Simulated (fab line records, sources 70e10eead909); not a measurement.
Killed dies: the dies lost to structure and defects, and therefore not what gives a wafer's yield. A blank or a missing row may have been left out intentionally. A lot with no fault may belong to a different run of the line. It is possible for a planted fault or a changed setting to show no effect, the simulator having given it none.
fab line records | flow nand-harc
record lots=6 wafers=18 last-day=22
route steps=1159 shown A_WL_FILL@813 A_CONTACT@840 END@1159
lots that met no fault: taken from a fault-free run of the same line
start-h: the number of hours between the record's first day and the start of the first shown wafer of the lot | wait-h: hours from the lot's prior step to this one | " as in the row above | L1.1+2: one row covering several wafers at once | - either no value or no given start | * or withheld: withheld | < > ~ a bound
route shown NAME@n: NAME is a module with steps in the file, n the number in the route of the first one | usual: mean/standard deviation taken from wafers without a fault | same: alike in all rows | chamber/n: place in a boat | sites: each site's reading | _std_site: the standard deviation of these | _edge_site: mean of outer sites minus mean of inner sites | radius-mm: for every site, how far away it sits from the centre of the wafer | mask NAME#n: copy n | behind: tool/chamber where the wafer was last shaped | hold: reason for holding the lot/hours on hold/outcome of the hold | device: whichever transistor did not switch (one of n, p or np) | end of line: tests of these same wafers at the route's end | step lacking rows: just its recipe | killed: at the first sort, the dies lost to defects and structure; wafer yield is something else | map: a wafer's dies, x killed, . not, _ none there
set.NAME: the run value of the setting; set.NAME@STEP: its run value at that earlier step | model.NAME: the simulator's own value behind a step, which no gauge read
lots at some steps of the route; a table a step, a row a wafer
services: when a tool's chamber went out of use (start-h, in hours from the record's first day, below 0 if earlier), for how many hours, and the reason
## steps
# step NHARC_A_WL_FILL_CVD_03
# recipe target-thk-a=400 temp-c=300 pressure-torr=40 wf6-flow-sccm=40 h2-flow-sccm=1600 ar-flow-sccm=1560 time-s=3302 material=W
# step NHARC_A_WL_FILL_ETCHBACK_04
# recipe target-depth-a=600 time-s=120 chemistry=NF3
# step NHARC_A_WL_FILL_ETCHBACK_05
# recipe target-depth-a=220 time-s=60 temp-c=40 chemistry=Cl2/BCl3
# step NHARC_A_WL_FILL_STRIP_27
# recipe power-w=1500 temp-c=250 time-s=20 chemistry=N2/H2
# step NHARC_A_WL_FILL_STRIP_28
# recipe time-s=1200 temp-c=72.5 chemistry=post-etch-residue-remover
# step NHARC_A_WL_FILL_PRECLEAN_06
# recipe time-s=300 chemistry=DIW
# step NHARC_A_WL_FILL_SRD_07
# step NHARC_A_WL_FILL_ANNEAL_08
# recipe temp-c=450 time-s=1800
# step NHARC_A_WL_FILL_ALD_10
# recipe target-thk-a=500 pulse-time-s=10 ald-cycles=500 temp-c=300 material=SiO2
# usual heater-power-w=453/38 precursor-pulse-height-rel=1.001/0.022
# columns lot.wafer tool chamber start-h wait-h heater-power-w precursor-pulse-height-rel since-wet-clean-h
L878.1 ald-hk-01 3 347.93 1.1 378 1.002 109
L878.4 " 0 " " 436 1.015 110
L878.5 " 1 " " 451 1.035 -
L881.3 ald-hk-02 1 354.40 0.0 428 0.978 60
L881.1 " 2 " " 422 1.020 61
L881.4 " 3 " " 410 0.960 61
L880.2 ald-hk-04 2 356.10 1.7 513 0.995 161
L880.1 " 0 358.15 3.8 473 0.973 163
L880.6 " 1 359.17 4.8 472 1.022 -
L882.2 ald-hk-01 0 371.84 1.1 422 0.981 133
L882.3 " 1 " " 469 1.016 134
L882.5 " 3 373.38 2.6 399 1.005 -
L890.4 ald-hk-02 3 414.90 1.1 413 1.028 121
L890.5 " 1 415.94 2.1 439 0.982 -
L890.6 " 2 " " 425 0.998 -
L891.1 ald-hk-02 1 438.04 0.5 445 0.973 144
L891.4 " 2 " " 418 1.026 144
L891.3 " 0 439.60 2.1 440 1.026 145
# step NHARC_A_WL_FILL_ETCHBACK_16
# recipe target-depth-a=880 time-s=17.6 c4f8-flow-sccm=withheld o2-flow-sccm=8 ar-flow-sccm=withheld rf-w=600 bias-w=800 chemistry=C4F8/O2/Ar
# step NHARC_A_WL_FILL_STRIP_29
# recipe time-s=20 o2-flow-sccm=500 ar-flow-sccm=0 bias-w=0 chemistry=O2
# step NHARC_A_WL_FILL_ETCHBACK_17
# recipe target-depth-a=40 time-s=26.7 chemistry=Cl2/BCl3
# usual chamber-pressure-mTorr=9.999/0.0083 drypump-motor-current-A=5.3/0.31 oes-product-au=0.998/0.0072
# columns lot.wafer tool chamber start-h wait-h chamber-pressure-mTorr drypump-motor-current-A oes-product-au rf-hours-counter-h
L878.1 rie-metal-01 0 351.74 - 10.005 5.0 1.003 0.5
L878.4 " 1 " " 9.999 5.3 0.999 -
L878.5 " 1 " " 9.989 5.3 1.009 -
L881.1 rie-metal-02 0 359.25 - 10.000 6.1 1.003 5.1
L881.3 " 1 " " 9.996 5.4 1.001 -
L881.4 " 0 " " 9.995 6.1 0.997 -
L880.1 rie-metal-02 1 362.96 - 9.980 5.4 1.006 3.7
L880.2 " 0 " " 10.002 6.1 0.990 5.2
L880.6 " 0 " " 9.997 6.1 1.002 -
L882.2 rie-metal-03 1 375.68 - 9.996 5.2 0.999 -
L882.3 " 1 " " 9.994 5.2 0.997 -
L882.5 " 1 " " 9.993 5.3 1.008 -
L890.4 rie-metal-03 0 418.74 - 9.985 5.5 0.986 -
L890.6 " 0 " " 10.007 5.5 0.990 -
L890.5 " 1 " " 10.009 5.2 0.997 -
L891.1 rie-metal-03 0 442.91 - 9.998 5.4 0.993 3.6
L891.3 " 1 " " 10.002 5.3 0.993 -
L891.4 " 0 " " 10.022 5.5 0.987 -
# step NHARC_A_WL_FILL_PRECLEAN_18
# recipe time-s=30 chemistry=dHF
# step NHARC_A_WL_FILL_SRD_21
# step NHARC_A_WL_FILL_CVD_23
# recipe target-thk-a=400 temp-c=620 pressure-mtorr=200 time-s=800 material=poly-Si
# step NHARC_A_WL_FILL_ETCHBACK_26
# recipe target-depth-a=520 time-s=13.3 hbr-flow-sccm=150 rf-w=350 icp-w=350 bias-w=60 chemistry=HBr
# usual chamber-pressure-mTorr=14.999/0.013 drypump-motor-current-A=5.8/0.32 hbr-flow-sccm=150.0/0.45 oes-product-au=1.000/0.0079 throttle-valve-pct=23.265/0.0093
# columns lot.wafer tool chamber start-h wait-h chamber-pressure-mTorr drypump-motor-current-A hbr-flow-sccm oes-product-au rf-hours-counter-h throttle-valve-pct
L878.4 rie-si-02 1 355.72 0.4 15.014 6.0 150.7 0.992 0.8 23.277
L878.1 " 2 " " 15.000 5.8 149.7 1.002 0.9 23.263
L878.5 " 1 " " 15.015 6.0 149.9 0.996 - 23.249
L881.3 rie-si-03 2 362.18 0.4 14.992 6.2 150.8 1.008 0.1 23.264
L881.4 " 3 " " 15.001 5.7 149.7 1.013 0.1 23.269
L881.1 " 0 " " 14.981 6.0 149.8 0.997 0.1 23.256
L880.1 rie-si-02 0 368.19 0.4 14.997 5.9 150.1 0.991 1.1 23.263
L880.2 " 2 " " 14.991 5.8 150.4 0.998 1.0 23.286
L880.6 " 0 " " 15.012 5.9 150.2 1.006 - 23.266
L882.3 rie-si-05 2 380.81 0.4 14.985 5.3 149.9 0.992 1.2 23.266
L882.2 " 3 " " 14.993 5.5 149.6 0.990 1.0 23.274
L882.5 " 1 " " 15.014 6.0 149.3 1.011 - 23.260
L890.4 rie-si-02 2 423.92 0.4 14.985 5.8 150.0 1.008 0.4 23.268
L890.6 " 2 " " 15.013 5.8 150.5 0.991 - 23.279
L890.5 " 3 " " 14.988 5.3 149.7 0.993 - 23.266
L891.4 rie-si-02 0 447.43 0.4 14.999 5.9 149.8 0.986 0.5 23.258
L891.3 " 1 " " 14.999 6.0 149.9 0.988 0.5 23.273
L891.1 " 3 " " 14.995 5.3 150.7 0.995 0.5 23.274
# step NHARC_A_WL_FILL_PRECLEAN_30
# recipe time-s=10 chemistry=dHF
# step NHARC_A_WL_FILL_SRD_14
# step NHARC_A_WL_FILL_ALD_19
# recipe target-thk-a=20 pulse-time-s=3 ald-cycles=100 temp-c=450 material=TiN
# step NHARC_A_WL_FILL_CVD_20
# recipe target-thk-a=750 temp-c=300 pressure-torr=40 wf6-flow-sccm=40 h2-flow-sccm=1600 ar-flow-sccm=1560 time-s=5064 material=W
# usual heater-power-w=438/43 mfc-h2-sccm=1599/4.9 mfc-wf6-sccm=40.00/0.11 throttle-valve-pct=8.01/0.25
# columns lot.wafer tool chamber start-h wait-h heater-power-w mfc-h2-sccm mfc-wf6-sccm since-wet-clean-h throttle-valve-pct
L878.1 cvd-w-01 1 - - 457 1602 39.83 48 7.95
L878.4 " 0 " " 439 1605 40.11 - 7.94
L878.5 " 1 " " 455 1602 39.90 - 7.69
L881.1 cvd-w-01 0 - - 438 1591 39.86 59 8.05
L881.3 " 0 " " 421 1586 39.74 - 8.06
L881.4 " 1 " " 453 1597 39.83 - 7.81
L880.1 cvd-w-01 1 - - 460 1607 39.91 63 7.83
L880.2 " 0 " " 442 1584 39.95 64 7.93
L880.6 " 0 " " 431 1598 39.88 - 7.94
L882.2 cvd-w-01 0 - - 430 1600 39.98 79 8.06
L882.3 " 0 " " 434 1599 40.01 - 7.89
L882.5 " 1 " " 452 1604 39.99 - 7.64
L890.4 cvd-w-02 0 - - 486 1602 40.01 - 7.92
L890.6 " 0 " " 483 1598 40.05 - 8.03
L890.5 " 1 " " 361 1603 39.91 - 8.47
L891.1 cvd-w-02 0 - - 486 1595 39.83 59 8.04
L891.3 " 0 " " 491 1593 39.95 - 7.73
L891.4 " 1 " " 370 1605 40.28 - 8.38
# step NHARC_A_WL_FILL_CMP_12
# recipe t-overpolish-s=30 target-thk-nm=75
# usual motor-current-A=11.7/1.1 overpolish-run-s=30.001/0.0092 time-to-endpoint-s=15.2/1.8
# columns lot.wafer tool chamber start-h wait-h motor-current-A overpolish-run-s time-to-endpoint-s
L878.4 cmp-03 3 361.23 2.9 12.5 30.000 15.1
L878.1 " 0 " " 10.8 29.997 14.4
L878.5 " 3 " " 11.5 29.999 13.6
L881.3 cmp-02 2 372.42 2.9 13.1 30.013 12.8
L881.4 " 3 " " 13.2 29.983 13.7
L881.1 " 0 " " 9.2 29.993 14.0
L880.1 cmp-04 2 376.82 4.4 11.3 30.012 15.2
L880.2 " 3 " " 12.0 30.008 13.3
L880.6 " 0 " " 12.5 30.000 12.7
L882.3 cmp-02 3 392.18 2.2 12.6 29.998 16.2
L882.2 " 0 " " 9.7 30.011 15.2
L882.5 " 2 " " 13.6 29.984 15.6
L890.4 cmp-03 1 429.48 2.9 12.2 29.989 14.2
L890.6 " 2 " " 12.5 29.997 17.2
L890.5 " 3 " " 12.4 29.995 15.3
L891.1 cmp-02 0 452.99 4.4 9.7 29.994 16.1
L891.3 " 1 " " 10.7 30.000 18.7
L891.4 " 2 " " 13.3 30.009 15.2
# step NHARC_A_WL_FILL_SRD_31
# step NHARC_A_CONTACT_DEP_24
# recipe target-thk-a=5000 temp-c=400 pressure-torr=6.5 rf-w=900 teos-flow-sccm=161.4 flow-sccm=2650 target-thk-nm=500 gas=O2 material=SiO2
# step NHARC_A_CONTACT_DEP_28
# recipe target-thk-a=36000 temp-c=400 material=aC
# step NHARC_A_CONTACT_DEP_29
# recipe target-thk-a=700 target-thk-nm=70 temp-c=400 pressure-torr=3.5 flow-sccm=200 rf-w=350 material=SiON
# usual heater-power-w=757/99
# columns lot.wafer tool chamber start-h wait-h heater-power-w since-wet-clean-h
L878.1 pecvd-03 2 365.89 1.9 746 61
L878.4 " 2 " " 770 -
L878.5 " 0 " " 570 -
L881.3 pecvd-03 2 377.15 1.3 633 72
L881.1 " 1 " " 1027 72
L881.4 " 1 " " 1002 -
L880.2 pecvd-01 1 381.82 1.5 740 132
L880.1 " 0 " " 577 132
L880.6 " 1 " " 752 -
L882.2 pecvd-01 2 395.69 1.7 833 146
L882.3 " 1 " " 732 146
L882.5 " 0 " " 704 -
L890.5 pecvd-01 1 432.89 0.5 803 -
L890.6 " 2 " " 872 -
L890.4 " 0 " " 675 -
L891.1 pecvd-01 1 456.35 1.9 807 25
L891.3 " 0 " " 638 25
L891.4 " 0 " " 647 -
# step NHARC_A_CONTACT_DEHYDRATE_32
# recipe temp-c=150 time-s=120
# step NHARC_A_CONTACT_HMDS_33
# recipe time-s=30
# step NHARC_A_CONTACT_COAT_34
# recipe temp-c=260 time-s=75
# step NHARC_A_CONTACT_COAT_35
# recipe temp-c=225 time-s=65
# step NHARC_A_CONTACT_COAT_36
# recipe spin-rpm=1500 resist-thk-nm=90
# step NHARC_A_CONTACT_SOFTBAKE_37
# recipe temp-c=105 time-s=55
# step NHARC_A_CONTACT_EBR_38
# step NHARC_A_CONTACT_EXPOSE_39
# recipe na=1.35 sigma-outer=0.8 dose-mj=58.79 mask-id=A_CC_3
# step NHARC_A_CONTACT_PEB_40
# recipe peb-temp-c=100 peb-time-s=65
# step NHARC_A_CONTACT_DEVELOP_41
# recipe develop-time-s=35 dev-temp-c=23
# step NHARC_A_CONTACT_CD_MEAS_42
# recipe target-cd-nm=200 landing-energy-ev=500
# usual cd-nm=200.0/0.47
# columns lot.wafer tool chamber start-h wait-h cd-nm
L878.1 cd-sem-02 0 366.58 - 200.3
L878.4 " 0 " " 199.8
L878.5 " 0 " " 200.2
L881.1 cd-sem-01 0 377.75 - 200.7
L881.3 " 0 " " 200.5
L881.4 " 0 " " 199.7
L880.1 cd-sem-03 0 382.54 - 200.3
L880.2 " 0 " " 199.5
L880.6 " 0 " " 199.5
L882.2 cd-sem-03 0 396.30 - 200.0
L882.3 " 0 " " 200.0
L882.5 " 0 " " 200.2
L890.4 cd-sem-02 0 433.41 - 200.8
L890.5 " 0 " " 200.5
L890.6 " 0 " " 200.8
L891.1 cd-sem-01 0 457.08 - 199.9
L891.3 " 0 " " 200.2
L891.4 " 0 " " 200.4
# step NHARC_END_SORT_01
# recipe temp-c=25
# usual killed-at-array=28/11 killed-at-other=0.8/1.3 killed-at-periphery=3.6/2.5 killed-dies=32/11 killed-open=3.0/1.8 killed-short=2.0/1.5
# same gross-dies=677
# columns lot.wafer tool chamber start-h wait-h killed-at-array killed-at-other killed-at-periphery killed-dies killed-open killed-short
L890.4 prober-02 0 518.76 3.4 113 0 1 114 2 0
L890.5 prober-02 0 519.57 3.7 100 0 3 103 6 2
L890.6 prober-02 0 520.37 4.0 110 0 1 111 2 1
L891.1 prober-02 0 524.24 2.5 80 0 1 81 4 1
L891.3 prober-02 0 525.83 3.1 100 0 3 103 3 1
L891.4 prober-02 0 526.62 3.4 94 0 2 96 3 3
# killed by level:class
L890.4 A_WL_FILL:unspecified=80 A_SLIT:chamber-film-flake=19 A_STAIRCASE:chamber-film-flake=6 A_CHANNEL_HOLE_D1:chamber-film-flake=3 A_ZERO_WELL:chamber-film-flake=2 A_CONTACT:chamber-film-flake=2 P_M0:geometric-particle:open=1 A_BLC:geometric-particle:open=1
L890.5 A_WL_FILL:unspecified=65 A_SLIT:chamber-film-flake=17 A_CHANNEL_HOLE_D1:chamber-film-flake=9 A_BLC:geometric-particle:open=2 A_STAIRCASE:chamber-film-flake=2 P_M0:geometric-particle:open=1 P_M1:geometric-particle:short=1 A_ONON_D1:geometric-particle:open=1
L890.6 A_WL_FILL:unspecified=79 A_SLIT:chamber-film-flake=13 A_CHANNEL_HOLE_D1:chamber-film-flake=7 A_STAIRCASE:chamber-film-flake=4 A_CONTACT:chamber-film-flake=3 P_CONTACT:geometric-particle:open=1 A_CONTACT:geometric-particle:short=1 A_M0:geometric-particle:open=1
L891.1 A_WL_FILL:unspecified=63 A_CHANNEL_HOLE_D1:chamber-film-flake=8 A_M0:geometric-particle:open=2 A_STAIRCASE:chamber-film-flake=2 A_CONTACT:chamber-film-flake=2 P_CONTACT:geometric-particle:open=1 A_ONON_D1:geometric-particle:short=1 A_CONTACT:geometric-particle:open=1
L891.3 A_WL_FILL:unspecified=75 A_CHANNEL_HOLE_D1:chamber-film-flake=13 A_CONTACT:chamber-film-flake=5 P_STI:chamber-film-flake=2 A_STAIRCASE:chamber-film-flake=2 A_CHANNEL_HOLE_D1:geometric-particle:short=1 A_WL_FILL:geometric-particle:open=1 A_CONTACT:geometric-particle:open=1
L891.4 A_WL_FILL:unspecified=68 A_CHANNEL_HOLE_D1:chamber-film-flake=14 A_CONTACT:chamber-film-flake=6 P_ZERO_WELL:geometric-particle:short=1 A_ONON_D1:geometric-particle:open=1 A_CHANNEL_FILL_D1:geometric-particle:open=1 A_SGD_CUT:geometric-particle:short=1 A_M0:geometric-particle:short=1
# map L890.4 (x killed, . not)
____________.____________
_________......._________
_______..........._______
______.............______
_____x.............._____
____.................____
____x................____
___.x.xx..............___
___xxxxx.x............___
__x..xx.x..............__
__.......x.............__
_.....x................._
_...x.x................._
_.......x..............._
_..x...................._
_.....x......x.........._
.....x.x.............x...
.......x................x
.....xxx.x...............
....xxxxxx...............
...xxxxxxxx..............
_...xxxxxxxx............_
_..x.xxxxxxxx..........._
_..xxxxxxxx............._
_...xxxxxxxx.x..x......._
_..xxxxxxxxx.......x...._
__x.xxxxxx........x....__
__.x.xxxx..............__
___..xxxx.............___
___...x.x.x...........___
____......x.x........____
____......x..........____
_____..............._____
______.............______
_______..........._______
_________......._________
____________.____________
# map L891.3 (x killed, . not)
____________.____________
_________......._________
_______..........._______
______.............______
_____.............x._____
____.................____
____.................____
___...................___
___.x.................___
__.....................__
__........x............__
_.......x.xx............_
_......................._
_.............xx..xx...._
_...........x.xx...x...._
_............xx.xxxx...._
..............x.xxxxx....
.............xxxxxxxxx.x.
..............xxxxxxx....
..............xxxxxxxx...
.............x.xxxxxx.x..
_.............xxxxxxx..._
_.............x.xxx.x..._
_...x..x.......x.xxx...._
_..............xx..xxx.._
_........x.....xxx......_
__...............xx....__
__.....................__
___.....x.............___
___.x.x...............___
____x.xx.......x...x.____
____xx...............____
_____xxx............_____
______x............______
_______x.........._______
_________......._________
____________.____________
## services
# columns tool chamber start-h hours kind
cmp-02 - 326.13 4.0 pm
cmp-02 - 330.80 0.8 repair
rie-metal-01 - 332.00 9.0 pm
rie-si-03 - 332.00 9.0 pm
cmp-03 - 344.63 0.4 repair
rie-metal-01 - 347.67 0.3 repair
cmp-03 - 352.13 4.0 pm
cmp-02 - 360.70 0.9 repair
ald-hk-04 - 364.00 10.0 pm
rie-si-05 3 366.30 3.3 repair
cmp-04 - 368.98 6.3 repair
rie-metal-03 0 374.05 27.6 repair
cvd-w-02 - 376.55 13.0 pm
rie-si-02 - 388.00 9.0 pm
rie-metal-02 - 388.03 9.0 pm
rie-metal-01 0 389.93 6.3 repair
cmp-04 - 399.29 4.0 pm
cmp-04 - 411.00 3.1 repair
rie-si-05 - 416.00 9.0 pm
pecvd-01 - 418.18 13.0 pm
cmp-02 - 424.13 4.0 pm
cmp-03 - 450.13 4.0 pm
rie-metal-03 - 453.21 9.0 pm
rie-si-05 0 453.52 9.1 repair
## key
first-sign step=NHARC_END_SORT_01 reading=killed-at-array direction=up sigmas=6.8 usual=28 struck=100
effect step=NHARC_END_SORT_01 reading=killed-dies direction=up sigmas=6.2 usual=32 struck=101
more-kills-born-at NHARC_A_WL_FILL_ETCHBACK_17@rie-metal-03=430
met-at NHARC_A_WL_FILL_ETCHBACK_17
struck-wafers L890.4,L890.5,L890.6,L891.1,L891.3,L891.4
tester-left-out L890,L891
onset-between 375.68 418.74
also-fits time
fault kind=chamber-particle-source tool=rie-metal-03 chamber=- onset-h=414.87 steps=NHARC_A_WL_FILL_ETCHBACK_17 rate-per-visit-cm2=0.39729 end-h=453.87
# tester-left-out: of these lots the tester's yield and bins aren't shown, on N5 and GAA mostly nor the transistor test; their killed dies are dies lost to structure and defects alone, not to doping, threshold or leakage, so they don't give the yield
